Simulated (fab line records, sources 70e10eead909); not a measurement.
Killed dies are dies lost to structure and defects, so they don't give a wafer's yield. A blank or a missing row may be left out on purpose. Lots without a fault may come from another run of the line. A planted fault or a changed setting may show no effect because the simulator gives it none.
Which tool did it? | flow nand_harc | 6 lots, 18 wafers sampled, at 3 steps of a route of 1159

WHAT THE GAUGES READ, wafer by wafer
NHARC_A_BONDPAD_CD_MEAS_09: target cd 500 nm.
lot  | measured     | on        | cd_nm (nm)
L720 | day 18 03:10 | cd_sem-03 | 497.2 500.1 498.8
L722 | day 18 11:16 | cd_sem-03 | 499.9 502.3 501.0
L725 | day 19 03:50 | cd_sem-01 | 499.6 502.5 505.1
L727 | day 19 18:40 | cd_sem-02 | 499.6 501.9 499.7
L729 | day 20 07:53 | cd_sem-02 | 502.9 501.1 501.8
L736 | day 22 07:13 | cd_sem-03 | 502.0 501.5 499.2

WHICH TOOL RAN EACH LOT (tool, then ch and the chambers of the sampled wafers, then the start)
lot  | NHARC_P_STI_OXIDE_33         | NHARC_A_M1_ETCH_28
L720 | furnace-06 ch 0, day 2 21:16 | rie_diel-03 ch 0,1, day 18 03:10 or earlier
L722 | furnace-08 ch 0, day 3 10:52 | rie_diel-11 ch 0,3, day 18 11:16 or earlier
L725 | furnace-06 ch 0, day 4 00:08 | rie_diel-10 ch 0,2,3, day 19 03:50 or earlier
L727 | furnace-01 ch 0, day 4 17:48 | rie_diel-10 ch 0,1,3, day 19 18:40 or earlier
L729 | furnace-08 ch 0, day 5 09:44 | rie_diel-03 ch 0,2,3, day 20 07:53 or earlier
L736 | furnace-08 ch 0, day 6 18:10 | rie_diel-11 ch 1,2, day 22 07:13 or earlier
- NHARC_P_STI_OXIDE_33: material SiO2, target thk 10 nm, ox time 281 s.
- NHARC_A_M1_ETCH_28: etches the open film in CF4/N2, target depth 30 nm, time 72.99 s.

THE ANSWER, worked out from the rows above alone
Rule: what is usual is taken from the lots themselves. Put in order of their means at a reading, lots are off if they are a third of the lots or fewer, leave a main group of 4 or more, and stand apart from it by a gap of 3 or more times the standard deviation of the main group's means; of several such gaps the widest counts. A main group whose means are all the same, to the digits that the tables above print for the reading, isn't used. A lot without any number at a reading at which 4 lots or more have one is off too. The other lots that the step has rows for count as sound.
No lot is off at any reading shown: from this, nothing can be told.

WHAT THE SIMULATOR HAD PUT IN
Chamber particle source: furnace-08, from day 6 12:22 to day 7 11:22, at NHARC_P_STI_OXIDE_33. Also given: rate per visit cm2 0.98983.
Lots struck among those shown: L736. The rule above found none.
